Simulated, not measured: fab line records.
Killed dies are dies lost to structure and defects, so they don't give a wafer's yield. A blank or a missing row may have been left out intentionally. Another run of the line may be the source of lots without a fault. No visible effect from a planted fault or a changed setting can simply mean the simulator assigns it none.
Matching of chambers ; flow nandHarc ; pecvd-02 running NHARC_A_CONTACT_DEP_29: 3 sister chambers
The step deposits SiON, target thk 70 nm. 6 wafers are shown with their chamber, then 10 later ones without.

## WAFERS, EACH WITH ITS CHAMBER
wafer;chamber;heaterPowerW (W);chamberPressureTorr (Torr)
L078.2;1;715;3.501
L082.1;0;841;3.503
L082.3;2;724;3.505
L082.5;0;829;3.499
L084.3;2;723;3.498
L084.4;1;828;3.492

## WAFERS WITHOUT THEIR CHAMBER
wafer;heaterPowerW (W);chamberPressureTorr (Torr)
L084.6;831;3.508
L088.2;723;3.485
L088.4;717;3.504
L088.5;715;3.506
L095.1;708;3.489
L095.3;807;3.495
L095.4;712;3.495
L097.2;750;3.506
L097.4;726;3.501
L097.5;739;3.488

## WHICH CHAMBER EACH WENT THROUGH
wafer;from the rows above;in truth
L084.6;can't be placed: 0 or 1 or 2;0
L088.2;can't be placed: 1 or 2 or 0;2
L088.4;can't be placed: 2 or 1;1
L088.5;can't be placed: 2 or 1 or 0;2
L095.1;can't be placed: 1 or 2 or 0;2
L095.3;can't be placed: 1 or 0 or 2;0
L095.4;can't be placed: 1 or 2 or 0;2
L097.2;can't be placed: 2 or 1 or 0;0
L097.4;can't be placed: 2 or 1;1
L097.5;can't be placed: 1 or 2 or 0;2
Correctly placed: 0 of 10. Cannot be placed on the basis of these rows: 10; the candidates contain the true chamber in 10. 0 placed wrongly.
How it was worked out, from the rows above alone: a wafer's distance from a chamber is the root of the sum, over the readings, of the square of ((its reading less the chamber's mean) divided by the reading's scatter). The wafer belongs to the nearest chamber; if the next one is less than 2 further off, it can't be placed. The mean given for a chamber averages the wafers shown for that chamber. The scatter: the root of (the sum of the squares of (reading less its chamber's mean) over the shown wafers, divided by (wafers less chambers)).
